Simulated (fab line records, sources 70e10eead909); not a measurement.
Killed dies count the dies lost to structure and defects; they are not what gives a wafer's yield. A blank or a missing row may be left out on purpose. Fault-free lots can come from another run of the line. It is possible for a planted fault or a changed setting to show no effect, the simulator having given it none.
The tool behind it: which one?	flow nand harc	Sampling: 13 lots, 39 wafers, 5 of 1302 route steps

WHAT THE GAUGES READ, wafer by wafer
NHARC_END_SORT_01. Usual: killed at array 55, standard deviation 20; killed at other 1.1, standard deviation 1.2; killed at periphery 3.8, standard deviation 2.8; killed dies 60, standard deviation 19; killed open 3.4, standard deviation 1.9; killed short 2.2, standard deviation 1.5.
lot	measured	on	killed at array	killed at other	killed at periphery	killed dies	killed open	killed short	flag
L690	day 27 17:07	prober-01	51 65 60	1 1 1	4 5 3	56 71 64	4 7 4	1 1 1	

WHICH TOOL RAN EACH LOT (tool, then ch and the chambers of the sampled wafers, then the start)
lot	NHARC_A_STAIRCASE_DESCUM_443	NHARC_A_STAIRCASE_CMP_472	NHARC_A_SGD_CUT_DEP_00	NHARC_A_SGD_CUT_SOFTBAKE_04
L684	rie diel-01 ch 1,2,3, day 18 03:55	cmp-04 ch 1,2,3, day 18 10:42	pecvd-01 ch 1,2, day 18 11:07	litho track-01 ch 0, day 18 11:00
L685	rie diel-06 ch 1,2,3, day 18 23:06	cmp-03 ch 2,3, day 19 05:49	pecvd-01 ch 0,2, day 19 06:14	litho track-04 ch 0, day 19 06:00
L688	rie diel-01 ch 0,1,3, day 20 09:00	cmp-01 ch 1,3, day 20 15:43	pecvd-03 ch 0,2, day 20 16:09	litho track-01 ch 0, day 20 16:00
L689	rie diel-01 ch 0,1, day 20 21:01	cmp-01 ch 0,1,2, day 21 03:49	pecvd-02 ch 0,1,2, day 21 04:13	litho track-04 ch 0, day 21 04:00
L691	rie diel-01 ch 0,1,2, day 21 17:27	cmp-03 ch 0,1,2, day 22 00:14	pecvd-02 ch 0,2, day 22 00:38	litho track-06 ch 0, day 22 00:00
L692	rie diel-12 ch 0,1,2, day 21 17:36	cmp-03 ch 1,2,3, day 22 00:32	pecvd-03 ch 1, day 22 00:55	litho track-04 ch 0, day 22 01:00
L690	rie diel-06 ch 0,2, day 21 18:03	cmp-01 ch 2,3, day 22 01:52	pecvd-01 ch 0,1, day 22 02:17	litho track-06 ch 0, day 22 02:00
L695	rie diel-06 ch 0,1,2, day 23 01:39	cmp-04 ch 0,1,2, day 23 08:26	pecvd-03 ch 0,1,2, day 23 08:49	litho track-04 ch 0, day 23 09:00
L693	rie diel-01 ch 1,3, day 23 01:48	cmp-04 ch 1,3, day 23 09:31	pecvd-01 ch 0,1, day 23 09:57	litho track-01 ch 0, day 23 10:00
L697	rie diel-12 ch 1,3, day 25 01:56	cmp-04 ch 1,3, day 25 08:56	pecvd-01 ch 0,1, day 25 09:19	litho track-06 ch 0, day 25 09:00
L705	rie diel-06 ch 0,2, day 27 03:23	cmp-04 ch 1,3, day 27 11:11	pecvd-02 ch 0,2, day 27 11:34	litho track-04 ch 0, day 27 11:00
L707	rie diel-12 ch 0,1,2, day 28 00:46	cmp-01 ch 0,3, day 28 07:29	pecvd-02 ch 1,2, day 28 07:56	litho track-06 ch 0, day 28 08:00
L706	rie diel-01 ch 0,1,2, day 28 00:56	cmp-01 ch 0,1,3, day 28 07:49	pecvd-02 ch 1,2, day 28 08:10	litho track-04 ch 0, day 28 08:00
- NHARC_A_STAIRCASE_DESCUM_443: chemistry O2, time 3 s.
- NHARC_A_STAIRCASE_CMP_472: polishes SiO2.
- NHARC_A_SGD_CUT_DEP_00: deposits SiNx, target thk 50 nm.
- NHARC_A_SGD_CUT_SOFTBAKE_04: time 55 s.

AS READ BY THE TOOLS THEMSELVES (means over the sampled wafers that have a number; for cases with no such wafer, the mark the record gives instead)
NHARC_A_STAIRCASE_DESCUM_443. Usual: drypump motor current A 5.7 A, standard deviation 0.37; oes product au 1.003 a.u., standard deviation 0.011; rf vpp V 57.8 V, standard deviation 0.93; showerhead plenum p Torr 1.91 Torr, standard deviation 0.1; throttle valve pct 11.311 %, standard deviation 0.0087.
lot	tool	drypump motor current A (A)	oes product au (a.u.)	rf vpp V (V)	showerhead plenum p Torr (Torr)	throttle valve pct (%)	flag
L684	rie diel-01	6.0	1.010	57.3	1.88	11.311	
L685	rie diel-06	5.5	1.002	57.8	1.93	11.300	
L688	rie diel-01	5.9	1.012	57.4	1.93	11.310	
L689	rie diel-01	5.7	1.002	58.2	1.88	11.316	
L691	rie diel-01	5.8	1.008	56.8	1.83	11.317	
L692	rie diel-12	5.9	0.997	58.2	1.95	11.315	
L690	rie diel-06	5.4	1.001	57.8	1.90	11.310	
L695	rie diel-06	5.4	1.010	57.9	1.92	11.308	
L693	rie diel-01	6.0	1.012	57.5	1.96	11.322	
L697	rie diel-12	5.8	1.005	58.8	1.99	11.314	
L705	rie diel-06	5.4	1.005	57.2	1.88	11.313	
L707	rie diel-12	6.0	0.993	58.6	1.94	11.314	
L706	rie diel-01	5.8	0.991	57.4	1.92	11.309	

NHARC_A_STAIRCASE_CMP_472. Usual: motor current A reads 11.8 A (standard deviation 1.3).
lot	tool	motor current A (A)	flag
L684	cmp-04	12.5	
L685	cmp-03	11.9	
L688	cmp-01	10.6	
L689	cmp-01	11.1	
L691	cmp-03	11.4	
L692	cmp-03	11.6	
L690	cmp-01	10.8	
L695	cmp-04	11.2	
L693	cmp-04	13.7	
L697	cmp-04	12.9	
L705	cmp-04	13.7	
L707	cmp-01	10.6	
L706	cmp-01	10.7	

NHARC_A_SGD_CUT_DEP_00. Usual: heater power w reads 760 W (standard deviation 140).
lot	tool	heater power w (W)	flag
L684	pecvd-01	780	
L685	pecvd-01	904	
L688	pecvd-03	750	
L689	pecvd-02	730	
L691	pecvd-02	532	
L692	pecvd-03	765	
L690	pecvd-01	745	
L695	pecvd-03	709	
L693	pecvd-01	819	
L697	pecvd-01	817	
L705	pecvd-02	586	
L707	pecvd-02	780	
L706	pecvd-02	813	

NHARC_A_SGD_CUT_SOFTBAKE_04. Usual: heater power total W reads 188.43 W (standard deviation 0.13).
lot	tool	heater power total W (W)	flag
L684	litho track-01	188.36	
L685	litho track-04	188.41	
L688	litho track-01	188.41	
L689	litho track-04	188.46	
L691	litho track-06	188.30	
L692	litho track-04	188.47	
L690	litho track-06	188.33	
L695	litho track-04	188.35	
L693	litho track-01	188.30	
L697	litho track-06	188.44	
L705	litho track-04	200.34	OFF
L707	litho track-06	188.41	
L706	litho track-04	212.40	OFF

THE ANSWER, worked out from the rows above alone
Rule: a lot is off if the mean of its wafers that have a number lies more than 3 standard deviations from the usual mean. A lot without any number at a reading at which 4 lots or more have one is off too. All remaining lots with rows at the step are treated as sound. First the gauges in route order, then the tools' own readings, where a lot's mean is used as printed above. At the first step where some lot is off, the reading lying furthest off is the one used; lots without a number count as furthest.
Off, at NHARC_A_SGD_CUT_SOFTBAKE_04 on heater power total W: L705, L706.
If a tool, at that step or one of the process steps before it, ran each lot that is off and ran no sound lot following the first of them, it fits. One candidate fits, namely litho track-04 at NHARC_A_SGD_CUT_SOFTBAKE_04. Its last sound lot is L695 (day 23 09:00), its first lot that is off L705 (day 27 11:00): a fault that began between those two fits.
The tool's own readings at NHARC_A_SGD_CUT_SOFTBAKE_04 bear it out: on the lots that are off they differ by more than 5 times the standard deviation of the sound lots' means. heater power total W reads 206.37 W there against 188.39 W on the sound lots.

WHAT HAD BEEN PUT IN BY THE SIMULATOR
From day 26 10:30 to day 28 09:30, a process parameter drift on litho track-04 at NHARC_A_SGD_CUT_SOFTBAKE_04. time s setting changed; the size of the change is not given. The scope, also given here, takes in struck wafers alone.
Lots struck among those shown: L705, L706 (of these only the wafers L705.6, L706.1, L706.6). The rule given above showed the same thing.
